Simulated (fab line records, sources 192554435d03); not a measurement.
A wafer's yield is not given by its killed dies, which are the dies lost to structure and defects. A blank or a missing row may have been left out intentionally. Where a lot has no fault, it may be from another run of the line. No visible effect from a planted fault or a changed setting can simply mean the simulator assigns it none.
Which tool did it? ; flow n5-finfet ; 14 lots, 42 wafers sampled, at 3 steps of a route of 1938

WHAT EACH GAUGE READ, for each wafer
N5_BEOL_M6_OVL_MEAS_12.
lot;measured;on;M6_OVL (nm)
L363;day 9 08:06;overlay-02;-0.9 0.6 0.8
L362;day 9 10:32;overlay-01;0.3 1.6 0.7
L365;day 10 00:47;overlay-02;-1.8 -0.1 -0.5
L366;day 10 06:15;overlay-01;-0.5 -0.4 -1.0
L375;day 12 16:43;overlay-01;- - -
L378;day 12 16:53;overlay-01;1.2 1.4 1.4
L376;day 12 23:56;overlay-02;- - -
L377;day 13 05:47;overlay-02;0.6 0.6 1.3
L379;day 13 08:07;overlay-01;1.0 1.4 1.1
L380;day 13 08:36;overlay-01;0.1 0.5 0.1
L381;day 13 13:08;overlay-02;0.1 0.0 -0.4
L382;day 14 04:39;overlay-01;0.3 0.7 0.9
L383;day 14 14:16;overlay-02;0.0 0.8 -0.9
L384;day 14 22:34;overlay-01;-0.1 0.1 0.2

TOOL THAT RAN EACH LOT (tool first, then ch and the chambers of the sampled wafers, then the start)
lot;N5_BEOL_M5_CMP_52;N5_BEOL_M6_DEVELOP_10
L363;cmp-01 ch 1,2,3, day 9 05:28;litho-track-02 ch 0, day 9 08:01
L362;cmp-01 ch 0,3, day 9 07:56;litho-track-04 ch 0, day 9 10:27
L365;cmp-01 ch 0,1, day 9 21:11;litho-track-03 ch 0, day 10 00:42
L366;cmp-02 ch 0,1,2, day 10 04:02;litho-track-04 ch 0, day 10 06:10
L375;cmp-02 ch 0,2,3, day 12 12:37;litho-track-04, day 12 16:38
L378;cmp-01 ch 1,2, day 12 13:45;litho-track-03 ch 0, day 12 16:47
L376;cmp-01 ch 0,3, day 12 20:52;litho-track-04, day 12 23:50
L377;cmp-02 ch 1,2,3, day 13 01:51;litho-track-03 ch 0, day 13 05:41
L379;cmp-02 ch 0,2,3, day 13 05:18;litho-track-04 ch 0, day 13 08:01
L380;cmp-03 ch 0,1,3, day 13 05:40;litho-track-04 ch 0, day 13 08:31
L381;cmp-02 ch 0,1,2, day 13 09:38;litho-track-03 ch 0, day 13 13:03
L382;cmp-03 ch 0,2,3, day 14 00:43;litho-track-03 ch 0, day 14 04:34
L383;cmp-03 ch 0,2,3, day 14 11:14;litho-track-04 ch 0, day 14 14:10
L384;cmp-02 ch 2,3, day 14 18:47;litho-track-03 ch 0, day 14 22:29
- N5_BEOL_M5_CMP_52: polishes, stops on SiCOH lowk, t overpolish 6.9 s, target thk 62 nm.
- N5_BEOL_M6_DEVELOP_10: develop time 30 s.

AS READ BY THE TOOLS THEMSELVES (means over the sampled wafers that have a number; for cases with no such wafer, the mark the record gives instead)
N5_BEOL_M5_CMP_52.
lot;tool;barrier-field-endpoint-s (s);motor-current-A (A);overpolish-run-s (s);retaining-ring-pressure-frac;time-to-endpoint-s (s)
L363;cmp-01;24.4;6.2;6.910;1.001;64
L362;cmp-01;25.5;6.1;6.896;0.997;70
L365;cmp-01;25.2;6.0;6.898;1.002;65
L366;cmp-02;24.2;6.7;6.898;1.005;61
L375;cmp-02;25.8;6.5;6.899;0.998;68
L378;cmp-01;24.0;6.3;6.901;1.002;60
L376;cmp-01;24.7;6.0;6.901;1.004;61
L377;cmp-02;24.9;6.8;6.901;0.993;62
L379;cmp-02;24.8;6.5;6.896;1.001;63
L380;cmp-03;25.6;6.3;6.899;1.001;62
L381;cmp-02;24.9;6.6;6.900;0.999;64
L382;cmp-03;25.3;6.2;6.898;0.998;62
L383;cmp-03;24.9;6.4;6.898;1.001;66
L384;cmp-02;24.5;6.7;6.892;1.002;60

N5_BEOL_M6_DEVELOP_10.
lot;tool;chill-plate-temp-C (C)
L363;litho-track-02;23.01
L362;litho-track-04;23.07
L365;litho-track-03;22.96
L366;litho-track-04;23.16
L375;litho-track-04;-
L378;litho-track-03;23.20
L376;litho-track-04;-
L377;litho-track-03;23.04
L379;litho-track-04;23.05
L380;litho-track-04;22.83
L381;litho-track-03;22.88
L382;litho-track-03;23.03
L383;litho-track-04;22.90
L384;litho-track-03;22.92

THE ANSWER, worked out from the rows above alone
Rule: usual is defined by the lots themselves. Put in order of their means at a reading, lots are off if they are a third of the lots or fewer, leave a main group of 4 or more, and stand apart from it by a gap of 3 or more times the standard deviation of the main group's means; of several such gaps the widest counts. A main group whose means are all the same, to the digits that the tables above print for the reading, isn't used. Also off: a lot with no number at a reading for which 4 or more lots have one. Where the step has rows for the other lots, those lots are counted as sound. First the gauges in route order, then the tools' own readings, where a lot's mean is used as printed above. At the first step where some lot is off, the reading lying furthest off is the one used; lots without a number count as furthest.
Off: L375, L376, seen at N5_BEOL_M6_OVL_MEAS_12 (M6_OVL). Without a number there: L375, L376. Mean 0.3 nm and standard deviation 0.64 in the main group.
If a tool, at a process step before that reading, ran all the lots that are off and no sound lot after the first of them, it fits. The gauges at N5_BEOL_M6_OVL_MEAS_12 aren't tried: what is off there is off at N5_BEOL_M6_DEVELOP_10 too, on other tools, and a gauge's error can't cause that. Of those tried, none fits.

WHAT THE SIMULATOR PUT IN
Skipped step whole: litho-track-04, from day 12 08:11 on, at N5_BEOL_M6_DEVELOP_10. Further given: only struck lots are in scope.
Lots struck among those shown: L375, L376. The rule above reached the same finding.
